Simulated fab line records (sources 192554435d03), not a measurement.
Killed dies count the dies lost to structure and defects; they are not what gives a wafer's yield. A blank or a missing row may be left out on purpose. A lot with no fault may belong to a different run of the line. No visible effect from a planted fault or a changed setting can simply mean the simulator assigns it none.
Lot-split experiment -- flow n5 finfet -- 4 lots, 21 wafers read, on a route of 1938 steps

SPLIT DETAILS
At N5_WELL_APT_COAT_02 (resist thk 950 nm), the setting spin rpm was moved away from the recipe's 1357 rpm on 6 of the 21 wafers read, by -6.9% to +9.4%. The other wafers ran this setting at the recipe's value.

The reading is taken at the split's own step.

THE READING
coat_of_WELL_APT_COAT_02.thk nm (the simulator's own value, which no gauge read), in nm, at N5_WELL_APT_COAT_02 (resist thk 950 nm). There is no usual value for it anywhere in the file. The 15 wafers here that ran the recipe average 952.3 nm, standard deviation 1.9 nm.

wafer,"tool, chamber at the split","spin rpm as run, rpm",against the recipe,"coat_of_WELL_APT_COAT_02.thk nm, nm",against lot-mates on the recipe
L079.1,"litho track-01, 0",1357,recipe,953,-
L079.2,"litho track-01, 0",1357,recipe,952.2,-
L079.3,"litho track-01, 0",1357,recipe,952,-
L079.4,"litho track-01, 0",1357,recipe,951.8,-
L079.5,"litho track-01, 0",1357,recipe,950.5,-
L079.6,"litho track-01, 0",1357,recipe,955.7,-
L081.4,"litho track-05, 0",1357,recipe,955.3,-
L081.5,"litho track-05, 0",1357,recipe,954.4,-
L081.6,"litho track-05, 0",1357,recipe,954.5,-
L087.1,"litho track-03, 0",1357,recipe,949.5,-
L087.3,"litho track-03, 0",1357,recipe,949.5,-
L087.2,"litho track-03, 0",1357,recipe,950.3,-
L087.4,"litho track-03, 0",1264,-6.9%,985.6,+35.8
L087.5,"litho track-03, 0",1264,-6.9%,982.3,+32.5
L087.6,"litho track-03, 0",1264,-6.9%,986.9,+37.1
L089.1,"litho track-01, 0",1357,recipe,952.5,-
L089.2,"litho track-01, 0",1485,+9.4%,909.4,-42.5
L089.3,"litho track-01, 0",1357,recipe,951,-
L089.4,"litho track-01, 0",1357,recipe,952.3,-
L089.5,"litho track-01, 0",1485,+9.4%,907.4,-44.5
L089.6,"litho track-01, 0",1485,+9.4%,913.4,-38.5

FIT RESULTS
A straight line over all 21 wafers: coat_of_WELL_APT_COAT_02.thk nm changes by -4.58 nm for each +1% of spin rpm; r = -0.99; the points scatter about the line by 2.2 nm.
The same after taking each lot's own level away (the mean of its wafers on the recipe; 21 wafers): -4.69 nm for each +1%; r = -1.00; scatter 2 nm.
Per that fit: largest spin rpm move, reading shift of 44 nm.
The lots' own levels span 949.77 to 954.73 nm, that is 2.6 times the standard deviation above.
Hence the lot-to-lot level has little effect on the slope; both slopes agree.
Check: -43.8 nm against its lot-mates is what the line predicts for one of the wafers moved furthest among these (+9.4%) when that wafer is left out of the fit. It came out at -42.5 nm against them.

FILE'S OWN FIT
coat_of_WELL_APT_COAT_02.thk nm changes by -4.68 nm for each +1% of spin rpm, r = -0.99.
